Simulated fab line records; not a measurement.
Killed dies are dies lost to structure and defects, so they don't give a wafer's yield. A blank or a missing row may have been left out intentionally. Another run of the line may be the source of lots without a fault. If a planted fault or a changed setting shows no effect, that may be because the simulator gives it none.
Comparing a struck lot with a sound one -- flow nand-harc -- 13 steps out of a route of 1302
Sound: these wafers, L321.2, L321.3, L321.4. Struck: wafers L311.2, L311.3, L311.4. The cause is named last.
Per side, at each step with rows, come the tool, then ch with its chambers, and then its first start. Under that, the readings that differ: sound wafers -- struck wafers -- difference of the means -- sigmas: that difference in standard deviations of wafers without a fault.
alike: same words and numbers on both sides, and readings whose means sit less than 2 such deviations apart. not compared: any withheld reading, any reading some wafer has no value for, any bound like >300 that may hide the same value, and any number with overlapping values for which the record gives no deviation.
A row with sigmas, a row that says differs or no value, or rows on one side alone: a step with any of these is where the two part. Numbers that don't overlap but have no deviation are shown without sigmas and don't part them. A reading that every wafer of one side lacks parts them only if that side has two wafers or more.

first, 2 steps without rows for these wafers: NHARC_A_ZERO_WELL_PEB_08 (peb time 80 s); NHARC_A_ZERO_WELL_DEVELOP_09 (time 50 s).
NHARC_A_ZERO_WELL_CD_MEAS_10: target cd 2000 nm.
  sound on cd-sem-03 ch 0, day 11 23:56; struck on cd-sem-01 ch 0, day 8 04:36
  alike: cd-nm
then, 1 step without rows for these wafers: NHARC_A_ZERO_WELL_HARDBAKE_11 (time 65 s).
NHARC_A_ZERO_WELL_DESCUM_12: chemistry O2, time 3 s.
  sound on rie-diel-05 ch 0,1,3, day 12 00:07; struck on rie-diel-05 ch 0,2,3, day 8 04:46
reading,sound,struck,difference,sigmas
rf-hours-counter-h (h),1 1 1,4 4 3,+3,
  alike: drypump-motor-current-A, mfc-ar-sccm, oes-product-au, rf-vpp-V, showerhead-plenum-p-Torr, throttle-valve-pct
NHARC_A_ZERO_WELL_ETCH_19: etches the open film in N2/H2, target depth 80 nm, overetch 24 nm, time 87.88 s.
  sound on rie-diel-05 ch 0,1,2, day 12 00:11; struck on rie-diel-05 ch 0,2,3, day 8 04:50
reading,sound,struck,difference,sigmas
oes-product-au (a.u.),0.985 0.988 0.967,1.021 1.009 0.996,+0.029,+2
rf-hours-counter-h (h),1 1 1,3 4 4,+3,
  alike: drypump-motor-current-A, mfc-ar-sccm, rf-vpp-V, showerhead-plenum-p-Torr, throttle-valve-pct
NHARC_A_ZERO_WELL_ETCH_13: etches the open film in HBr/Cl2, target depth 120 nm, time 40.1 s.
  sound on rie-si-01 ch 1,2,3, day 12 00:18; struck on rie-si-05 ch 0,1,2, day 8 04:58
  alike: drypump-motor-current-A, oes-product-au, throttle-valve-pct
  not compared: rf-hours-counter-h
then, 4 steps without rows for these wafers: NHARC_A_ZERO_WELL_STRIP_14 (strips in SPM, time 900 s); NHARC_A_ZERO_WELL_IMPLANT_15; NHARC_A_ZERO_WELL_PRECLEAN_22 (cleans in SC1, time 60 s); NHARC_A_ZERO_WELL_SRD_23.
NHARC_A_ZERO_WELL_RTA_16: time 10 s.
  sound on rtp-anneal-01 ch 0, day 12 01:14; struck on rtp-anneal-02, day 8 05:54
  no value came back on the struck wafers for anneal-temp-c-max, lamp-power-pct (%), lamp_zone_1_pct (%), wafer_temp_C_max; on the sound wafers anneal-temp-c-max reads 1009.4 1007.2 1008.6
NHARC_A_ZERO_WELL_INSPECT_17:
  sound on defect-inspect-01 at day 12 01:24; struck on defect-inspect-02 at day 8 06:04
  alike: raw-defect-count

== WHERE THEY PART ==
First at NHARC_A_ZERO_WELL_ETCH_19; last, within this record, at NHARC_A_ZERO_WELL_RTA_16. Later steps at which nothing parts them and some readings are alike: NHARC_A_ZERO_WELL_INSPECT_17.

WHY: the cause the simulator had injected
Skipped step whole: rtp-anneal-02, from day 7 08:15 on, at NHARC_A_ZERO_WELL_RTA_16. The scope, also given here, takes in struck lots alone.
